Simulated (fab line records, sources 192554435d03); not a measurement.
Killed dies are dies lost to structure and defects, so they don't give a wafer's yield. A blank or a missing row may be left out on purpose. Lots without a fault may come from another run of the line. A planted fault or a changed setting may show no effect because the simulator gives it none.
Chamber matching | flow n5_finfet | N5_BEOL_M1_ALD_98 on ald_sin-02: 4 sister chambers
The step deposits SiO2, target thk 2.5 nm, pulse time 1 s, co reactant pulse time 1 s. 20 wafers are shown with their chamber, then 10 later ones without.

WAFERS WITH THEIR CHAMBER
wafer  | chamber | heater_power_w (W) | precursor_pulse_height_rel
L074.3 | 2       | 68                 | 1.030
L074.4 | 3       | 75                 | 0.969
L074.5 | 2       | 69                 | 0.981
L079.1 | 1       | 67                 | 0.993
L079.2 | 3       | 74                 | 0.974
L079.3 | 0       | 75                 | 1.026
L080.2 | 0       | 73                 | 0.974
L080.5 | 3       | 74                 | 0.974
L080.6 | 0       | 73                 | 0.969
L086.4 | 0       | 77                 | 0.982
L086.5 | 1       | 67                 | 0.957
L086.6 | 2       | 68                 | 0.985
L087.2 | 0       | 73                 | 0.990
L087.3 | 2       | 68                 | 1.020
L087.5 | 0       | 75                 | 1.008
L088.2 | 0       | 74                 | 0.964
L088.4 | 2       | 68                 | 1.008
L088.6 | 0       | 72                 | 1.013
L089.1 | 1       | 66                 | 0.993
L089.2 | 3       | 74                 | 1.016

SIGNATURES (means of the wafers above)
reading                    | chamber 0 | chamber 1 | chamber 2 | chamber 3 | scatter within a chamber
heater_power_w             | 74.00     | 66.67     | 68.20     | 74.25     | 1.12
precursor_pulse_height_rel | 0.99075   | 0.98100   | 1.00480   | 0.98325   | 0.022
Rule: a wafer's distance from a chamber is the root of the sum, over the readings, of the square of ((its reading less the chamber's mean) divided by the reading's scatter). The wafer belongs to the nearest chamber; if the next one is less than 2 further off, it can't be placed. The scatter: the root of (the sum of the squares of (reading less its chamber's mean) over the shown wafers, divided by (wafers less chambers)).

WAFERS WITHOUT THEIR CHAMBER
wafer  | heater_power_w (W) | precursor_pulse_height_rel
L089.3 | 74                 | 0.962
L090.1 | 74                 | 1.029
L090.2 | 68                 | 0.985
L090.3 | 68                 | 1.003
L091.1 | 74                 | 0.969
L091.5 | 68                 | 0.989
L091.6 | 74                 | 1.018
L094.1 | 67                 | 1.036
L094.2 | 76                 | 1.007
L094.4 | 76                 | 1.001

WHICH CHAMBER EACH WENT THROUGH
wafer  | from the rows above     | in truth
L089.3 | can't be placed: 3 or 0 | 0
L090.1 | can't be placed: 0 or 3 | 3
L090.2 | can't be placed: 2 or 1 | 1
L090.3 | can't be placed: 2 or 1 | 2
L091.1 | can't be placed: 3 or 0 | 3
L091.5 | can't be placed: 2 or 1 | 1
L091.6 | can't be placed: 0 or 3 | 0
L094.1 | can't be placed: 2 or 1 | 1
L094.2 | can't be placed: 3 or 0 | 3
L094.4 | can't be placed: 3 or 0 | 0
Placed correctly: 0 of 10. Can't be placed from these rows: 10 (the true chamber is among the candidates in 10). Placed wrongly: 0.
